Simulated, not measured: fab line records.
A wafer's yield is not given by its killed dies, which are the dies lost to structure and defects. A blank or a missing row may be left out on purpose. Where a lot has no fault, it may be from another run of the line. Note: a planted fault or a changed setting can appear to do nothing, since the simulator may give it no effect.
What tool caused it?	flow n5-finfet	Sampling: 23 lots, 69 wafers, 6 of 1938 route steps

WHAT THE GAUGES SHOWED, per wafer
No reading from a measuring or inspecting step in the record can be judged against a usual standard deviation.

EACH LOT AND THE TOOL THAT RAN IT (in order: tool; ch and the chambers of the sampled wafers; start)
lot	N5_BEOL_M1_ETCH_63	N5_BEOL_M1_STRIP_66	N5_BEOL_M1_SPUTTER_48	N5_BEOL_M1_SPUTTER_86	N5_BEOL_M1_ANNEAL_89	N5_BEOL_M1_SPUTTER_90
L074	rie-diel-05 ch 0,2,3, day 6 04:40	rie-diel-05 ch 0,2,3, day 6 04:50	pvd-sputter-01, day 6 08:27	pvd-sputter-01, day 6 09:15	pvd-sputter-01, day 6 09:37	pvd-sputter-01, day 6 09:47
L075	rie-diel-05 ch 0,1,3, day 6 08:21	rie-diel-05 ch 0,1,3, day 6 08:30	pvd-sputter-02, day 6 12:23	pvd-sputter-02, day 6 13:02	pvd-sputter-02, day 6 13:20	pvd-sputter-02, day 6 13:29
L076	rie-diel-04 ch 0,1,3, day 6 17:17	rie-diel-04 ch 0,1,3, day 6 17:26	pvd-sputter-03, day 6 20:30	pvd-sputter-03, day 6 21:10	pvd-sputter-03, day 6 21:28	pvd-sputter-03, day 6 21:36
L077	rie-diel-04 ch 0,2,3, day 6 23:15	rie-diel-04 ch 0,2,3, day 6 23:24	pvd-sputter-01, day 7 01:56	pvd-sputter-01, day 7 02:39	pvd-sputter-01, day 7 02:59	pvd-sputter-01, day 7 03:08
L078	rie-diel-05 ch 0,3, day 7 08:17	rie-diel-05 ch 0,3, day 7 08:26	pvd-sputter-01, day 7 13:00	pvd-sputter-01, day 7 13:43	pvd-sputter-01, day 7 14:02	pvd-sputter-01, day 7 14:11
L079	rie-diel-04 ch 0,1,2, day 7 12:37	rie-diel-04 ch 0,1,2, day 7 12:46	pvd-sputter-03, day 7 17:32	pvd-sputter-03, day 7 18:12	pvd-sputter-03, day 7 18:30	pvd-sputter-03, day 7 18:38
L080	rie-diel-04 ch 0,1,3, day 7 19:20	rie-diel-04 ch 0,1,3, day 7 19:29	pvd-sputter-01, day 8 10:02	pvd-sputter-01, day 8 10:45	pvd-sputter-01, day 8 11:05	pvd-sputter-01, day 8 11:14
L081	rie-diel-04 ch 0,1,3, day 8 00:26	rie-diel-04 ch 0,1,3, day 8 00:35	pvd-sputter-02, day 8 04:35	pvd-sputter-02, day 8 05:15	pvd-sputter-02, day 8 05:33	pvd-sputter-02, day 8 05:41
L082	rie-diel-05 ch 0,1, day 8 11:14	rie-diel-05 ch 0,1, day 8 11:24	pvd-sputter-03, day 8 14:40	pvd-sputter-03, day 8 15:20	pvd-sputter-03, day 8 15:38	pvd-sputter-03, day 8 15:46
L083	rie-diel-02 ch 0,1, day 8 16:32	rie-diel-02 ch 0,1, day 8 16:45	pvd-sputter-01, day 8 20:26	pvd-sputter-01, day 8 21:10	pvd-sputter-01, day 8 21:29	pvd-sputter-01, day 8 21:38
L084	rie-diel-04 ch 0,2, day 8 17:40	rie-diel-04 ch 0,2, day 8 17:49	pvd-sputter-02, day 8 21:23	pvd-sputter-02, day 8 22:03	pvd-sputter-02, day 8 22:21	pvd-sputter-02, day 8 22:29
L085	rie-diel-05 ch 0,3, day 9 06:29	rie-diel-05 ch 0,3, day 9 06:38	pvd-sputter-03, day 9 11:08	pvd-sputter-03, day 9 11:48	pvd-sputter-03, day 9 12:06	pvd-sputter-03, day 9 12:14
L087	rie-diel-05 ch 0,1,3, day 9 10:01	rie-diel-05 ch 0,1,3, day 9 10:10	pvd-sputter-01, day 9 17:10	pvd-sputter-01, day 9 17:50	pvd-sputter-01, day 9 18:08	pvd-sputter-01, day 9 18:16
L086	rie-diel-04 ch 0,1, day 9 10:28	rie-diel-04 ch 0,1, day 9 10:37	pvd-sputter-03, day 9 16:43	pvd-sputter-03, day 9 17:22	pvd-sputter-03, day 9 17:40	pvd-sputter-03, day 9 17:49
L088	rie-diel-02 ch 0,1, day 9 13:51	rie-diel-02 ch 0,1, day 9 14:05	pvd-sputter-02, day 9 17:26	pvd-sputter-02, day 9 18:06	pvd-sputter-02, day 9 18:24	pvd-sputter-02, day 9 18:32
L089	rie-diel-05 ch 0,1, day 9 17:47	rie-diel-05 ch 0,1, day 9 17:56	pvd-sputter-02, day 9 20:49	pvd-sputter-02, day 9 21:29	pvd-sputter-02, day 9 21:47	pvd-sputter-02, day 9 21:55
L090	rie-diel-02 ch 0,2,3, day 10 09:30	rie-diel-02 ch 0,2,3, day 10 09:39	pvd-sputter-03, day 10 12:16	pvd-sputter-03, day 10 12:56	pvd-sputter-03, day 10 13:14	pvd-sputter-03, day 10 13:22
L091	rie-diel-04 ch 1,3, day 10 11:14	rie-diel-04 ch 1,3, day 10 11:23	pvd-sputter-02, day 10 16:01	pvd-sputter-02, day 10 16:41	pvd-sputter-02, day 10 16:59	pvd-sputter-02, day 10 17:07
L092	rie-diel-05 ch 0,2,3, day 10 15:05	rie-diel-05 ch 0,2,3, day 10 15:14	pvd-sputter-02, day 10 20:01	pvd-sputter-02, day 10 20:40	pvd-sputter-02, day 10 20:58	pvd-sputter-02, day 10 21:07
L093	rie-diel-05 ch 0,1,3, day 10 19:11	rie-diel-05 ch 0,1,3, day 10 19:21	pvd-sputter-02, day 10 22:51	pvd-sputter-02, day 10 23:31	pvd-sputter-02, day 10 23:49	pvd-sputter-02, day 10 23:57
L094	rie-diel-02 ch 2,3, day 10 23:20	rie-diel-02 ch 2,3, day 10 23:35	pvd-sputter-02, day 11 04:15	pvd-sputter-02, day 11 04:55	pvd-sputter-02, day 11 05:13	pvd-sputter-02, day 11 05:21
L095	rie-diel-05 ch 0,2,3, day 11 06:41	rie-diel-05 ch 0,2,3, day 11 06:50	pvd-sputter-01, day 11 11:23	pvd-sputter-01, day 11 12:03	pvd-sputter-01, day 11 12:21	pvd-sputter-01, day 11 12:29
L096	rie-diel-02 ch 0,2,3, day 11 11:43	rie-diel-02 ch 0,2,3, day 11 11:53	pvd-sputter-03, day 11 18:56	pvd-sputter-03, day 11 19:35	pvd-sputter-03, day 11 19:53	pvd-sputter-03, day 11 20:02
- N5_BEOL_M1_ETCH_63: etches SiARC in CF4, target depth 15.6 nm, time 26 s.
- N5_BEOL_M1_STRIP_66: strips in CF4.
- N5_BEOL_M1_SPUTTER_48: material Cu, target thk 4.5 nm, time 8.29 s.
- N5_BEOL_M1_SPUTTER_86: material Cu, target thk 4.5 nm, time 8.29 s.
- N5_BEOL_M1_ANNEAL_89: time 240 s.
- N5_BEOL_M1_SPUTTER_90: material Cu, target thk 4.5 nm, time 8.29 s.

AS READ BY THE TOOLS THEMSELVES (means over the sampled wafers that have a number; for cases with no such wafer, the mark the record gives instead)
N5_BEOL_M1_ETCH_63. Usual: drypump-motor-current-A 5.7 A, standard deviation 0.43; etch-rf-on-time-s 26.0 s, standard deviation 0.67; oes-product-au 0.68 a.u., standard deviation 0.071; rf-vpp-V 184.2 V, standard deviation 1; showerhead-plenum-p-Torr 2.15 Torr, standard deviation 0.056; throttle-valve-pct 15.72 %, standard deviation 0.26.
lot	tool	drypump-motor-current-A (A)	etch-rf-on-time-s (s)	oes-product-au (a.u.)	rf-vpp-V (V)	showerhead-plenum-p-Torr (Torr)	throttle-valve-pct (%)	flag
L074	rie-diel-05	5.6	26.1	0.68	184.0	2.19	15.83	
L075	rie-diel-05	5.5	26.3	0.70	184.2	2.16	15.75	
L076	rie-diel-04	5.8	25.2	0.76	183.6	2.14	15.46	
L077	rie-diel-04	5.4	25.7	0.69	184.3	2.15	15.50	
L078	rie-diel-05	5.3	26.5	0.67	184.0	2.18	15.93	
L079	rie-diel-04	5.7	25.6	0.68	184.5	2.15	15.62	
L080	rie-diel-04	5.7	25.3	0.74	184.3	2.14	15.48	
L081	rie-diel-04	5.8	25.1	0.74	184.2	2.14	15.48	
L082	rie-diel-05	5.5	26.2	0.72	184.0	2.12	15.58	
L083	rie-diel-02	6.2	27.0	0.57	183.5	2.07	15.93	
L084	rie-diel-04	5.3	25.5	0.78	183.3	2.15	15.34	
L085	rie-diel-05	5.3	26.5	0.66	184.9	2.18	15.97	
L087	rie-diel-05	5.5	26.2	0.68	184.3	2.16	15.80	
L086	rie-diel-04	5.7	25.1	0.69	185.3	2.10	15.58	
L088	rie-diel-02	6.2	27.1	0.56	182.4	2.07	15.96	
L089	rie-diel-05	5.3	26.1	0.69	183.4	2.13	15.78	
L090	rie-diel-02	5.9	26.3	0.59	184.0	2.15	16.01	
L091	rie-diel-04	5.7	25.4	0.74	184.0	2.17	15.45	
L092	rie-diel-05	5.6	25.8	0.66	183.5	2.17	15.89	
L093	rie-diel-05	5.5	26.4	0.66	185.1	2.15	15.82	
L094	rie-diel-02	5.8	26.2	0.58	184.0	2.12	16.02	
L095	rie-diel-05	5.6	26.1	0.65	184.2	2.17	15.90	
L096	rie-diel-02	5.9	26.4	0.58	184.4	2.14	16.03	

N5_BEOL_M1_STRIP_66. Usual: bias-power-w 74.99 W, standard deviation 0.23; drypump-motor-current-A 5.7 A, standard deviation 0.43; oes-product-au 0.78 a.u., standard deviation 0.076; rf-vpp-V 271.3 V, standard deviation 1.3; showerhead-plenum-p-Torr 1.80 Torr, standard deviation 0.045; throttle-valve-pct 13.67 %, standard deviation 0.27.
lot	tool	bias-power-w (W)	drypump-motor-current-A (A)	oes-product-au (a.u.)	rf-vpp-V (V)	showerhead-plenum-p-Torr (Torr)	throttle-valve-pct (%)	flag
L074	rie-diel-05	74.95	5.6	0.79	272.5	1.82	13.75	
L075	rie-diel-05	75.01	5.5	0.82	271.8	1.81	13.67	
L076	rie-diel-04	74.95	5.7	0.86	271.0	1.80	13.40	
L077	rie-diel-04	75.16	5.3	0.79	271.5	1.80	13.49	
L078	rie-diel-05	75.13	5.3	0.78	271.7	1.81	13.85	
L079	rie-diel-04	74.93	5.7	0.77	270.5	1.80	13.59	
L080	rie-diel-04	74.80	5.7	0.84	271.5	1.79	13.43	
L081	rie-diel-04	75.06	5.7	0.84	272.4	1.79	13.44	
L082	rie-diel-05	75.00	5.5	0.83	270.9	1.77	13.51	
L083	rie-diel-02	75.04	6.3	0.67	271.1	1.73	13.95	
L084	rie-diel-04	75.25	5.3	0.89	271.6	1.80	13.29	
L085	rie-diel-05	75.05	5.2	0.77	271.1	1.81	13.88	
L087	rie-diel-05	75.04	5.5	0.79	272.2	1.80	13.72	
L086	rie-diel-04	75.31	5.7	0.79	269.6	1.75	13.54	
L088	rie-diel-02	75.18	6.2	0.67	269.6	1.73	13.96	
L089	rie-diel-05	75.03	5.2	0.80	271.4	1.78	13.70	
L090	rie-diel-02	75.03	5.9	0.69	271.0	1.81	14.01	
L091	rie-diel-04	75.15	5.7	0.86	271.6	1.82	13.40	
L092	rie-diel-05	74.72	5.5	0.76	270.7	1.81	13.82	
L093	rie-diel-05	75.13	5.6	0.78	271.1	1.80	13.73	
L094	rie-diel-02	75.06	5.8	0.69	271.1	1.78	14.04	
L095	rie-diel-05	74.94	5.6	0.75	271.6	1.81	13.83	
L096	rie-diel-02	74.91	5.9	0.68	271.2	1.80	14.04	

N5_BEOL_M1_SPUTTER_48. Usual: chamber-pressure-pa 0.07 Pa, standard deviation 0.00014; chuck-gas-flow-sccm 1.26 sccm, standard deviation 0.051; throttle-valve-pct 30.0 %, standard deviation 1.2.
lot	tool	chamber-pressure-pa (Pa)	chuck-gas-flow-sccm (sccm)	throttle-valve-pct (%)	flag
L074	pvd-sputter-01	0.07	1.22	31.4	
L075	pvd-sputter-02	0.07	1.23	29.1	
L076	pvd-sputter-03	0.07	1.26	29.6	
L077	pvd-sputter-01	0.07	1.27	31.4	
L078	pvd-sputter-01	0.07	1.28	31.3	
L079	pvd-sputter-03	0.07	1.28	29.9	
L080	pvd-sputter-01	0.07	1.23	31.6	
L081	pvd-sputter-02	0.07	1.24	28.6	
L082	pvd-sputter-03	0.07	1.28	30.4	
L083	pvd-sputter-01	0.07	1.28	31.6	
L084	pvd-sputter-02	0.07	1.28	29.1	
L085	pvd-sputter-03	0.07	1.22	30.1	
L087	pvd-sputter-01	0.07	1.32	31.3	
L086	pvd-sputter-03	0.07	1.28	30.4	
L088	pvd-sputter-02	0.07	1.27	29.4	
L089	pvd-sputter-02	0.07	1.23	29.0	
L090	pvd-sputter-03	0.07	1.27	29.7	
L091	pvd-sputter-02	0.07	1.26	28.6	
L092	pvd-sputter-02	0.07	1.26	28.9	
L093	pvd-sputter-02	0.07	1.31	28.8	
L094	pvd-sputter-02	0.07	1.29	29.1	
L095	pvd-sputter-01	0.07	1.22	31.6	
L096	pvd-sputter-03	0.07	1.31	29.9	

N5_BEOL_M1_SPUTTER_86. Usual: chamber-pressure-pa 0.06997 Pa, standard deviation 0.00013; chuck-gas-flow-sccm 1.27 sccm, standard deviation 0.047; throttle-valve-pct 30.0 %, standard deviation 1.2.
lot	tool	chamber-pressure-pa (Pa)	chuck-gas-flow-sccm (sccm)	throttle-valve-pct (%)	flag
L074	pvd-sputter-01	0.07008	1.30	31.2	
L075	pvd-sputter-02	0.06988	1.27	28.9	
L076	pvd-sputter-03	0.07006	1.28	29.4	
L077	pvd-sputter-01	0.06996	1.28	31.5	
L078	pvd-sputter-01	0.07000	1.23	31.3	
L079	pvd-sputter-03	0.06986	1.29	29.9	
L080	pvd-sputter-01	0.06998	1.28	31.6	
L081	pvd-sputter-02	0.06990	1.28	28.6	
L082	pvd-sputter-03	0.06988	1.22	30.5	
L083	pvd-sputter-01	0.07010	1.25	31.6	
L084	pvd-sputter-02	0.06999	1.28	29.1	
L085	pvd-sputter-03	0.06993	1.27	30.1	
L087	pvd-sputter-01	0.06998	1.25	31.5	
L086	pvd-sputter-03	0.06989	1.27	30.5	
L088	pvd-sputter-02	0.07018	1.27	29.5	
L089	pvd-sputter-02	0.06997	1.26	29.1	
L090	pvd-sputter-03	0.06995	1.24	29.9	
L091	pvd-sputter-02	0.06979	1.29	28.6	
L092	pvd-sputter-02	0.06997	1.24	28.9	
L093	pvd-sputter-02	0.07001	1.30	28.8	
L094	pvd-sputter-02	0.07001	1.24	29.0	
L095	pvd-sputter-01	0.06992	1.26	31.7	
L096	pvd-sputter-03	0.06990	1.28	29.9	

N5_BEOL_M1_ANNEAL_89. Usual: heater-power-w reads 851 W (standard deviation 77).
lot	tool	heater-power-w (W)	flag
L074	pvd-sputter-01	814	
L075	pvd-sputter-02	853	
L076	pvd-sputter-03	848	
L077	pvd-sputter-01	841	
L078	pvd-sputter-01	802	
L079	pvd-sputter-03	776	
L080	pvd-sputter-01	839	
L081	pvd-sputter-02	896	
L082	pvd-sputter-03	897	
L083	pvd-sputter-01	844	
L084	pvd-sputter-02	856	
L085	pvd-sputter-03	961	
L087	pvd-sputter-01	813	
L086	pvd-sputter-03	808	
L088	pvd-sputter-02	841	
L089	pvd-sputter-02	880	
L090	pvd-sputter-03	927	
L091	pvd-sputter-02	885	
L092	pvd-sputter-02	873	
L093	pvd-sputter-02	872	
L094	pvd-sputter-02	879	
L095	pvd-sputter-01	843	
L096	pvd-sputter-03	775	

N5_BEOL_M1_SPUTTER_90. Usual: chamber-pressure-pa 0.06998 Pa, standard deviation 0.00017; chuck-gas-flow-sccm 1.26 sccm, standard deviation 0.047; throttle-valve-pct 30.0 %, standard deviation 1.2.
lot	tool	chamber-pressure-pa (Pa)	chuck-gas-flow-sccm (sccm)	throttle-valve-pct (%)	flag
L074	pvd-sputter-01	0.06982	1.24	31.4	
L075	pvd-sputter-02	0.07011	1.22	28.8	
L076	pvd-sputter-03	0.07009	1.25	29.3	
L077	pvd-sputter-01	0.07014	1.25	31.7	
L078	pvd-sputter-01	0.06976	1.25	31.4	
L079	pvd-sputter-03	0.07016	1.27	30.1	
L080	pvd-sputter-01	0.06986	1.27	31.6	
L081	pvd-sputter-02	0.06989	1.26	28.5	
L082	pvd-sputter-03	0.06995	1.26	30.6	
L083	pvd-sputter-01	0.07005	1.27	31.6	
L084	pvd-sputter-02	0.06997	1.25	29.2	
L085	pvd-sputter-03	0.07023	1.25	30.1	
L087	pvd-sputter-01	0.07001	1.29	31.4	
L086	pvd-sputter-03	0.06980	1.27	30.3	
L088	pvd-sputter-02	0.06994	1.25	29.5	
L089	pvd-sputter-02	0.07005	1.28	29.1	
L090	pvd-sputter-03	0.06998	1.24	29.7	
L091	pvd-sputter-02	0.07006	1.23	28.6	
L092	pvd-sputter-02	0.06985	1.29	28.9	
L093	pvd-sputter-02	0.07007	1.22	28.8	
L094	pvd-sputter-02	0.07004	1.28	29.0	
L095	pvd-sputter-01	0.06991	1.24	31.8	
L096	pvd-sputter-03	0.06995	1.25	29.9	

THE ANSWER, worked out from the rows above alone
Rule: a lot counts as off when the mean over its wafers that have a number is more than 3 standard deviations away from the usual mean. Also off: a lot with no number at a reading for which 4 or more lots have one. Any other lot the step has rows for is counted as sound. The gauges are gone through in route order, then the tools' own readings, and for those a lot's mean is taken as printed above. The first step at which some lot is off is used, and at that step the reading that is off furthest; a lot without a number counts as furthest.
No lot is off at any reading shown: from this, nothing can be told.

WHAT THE SIMULATOR HAD PUT IN
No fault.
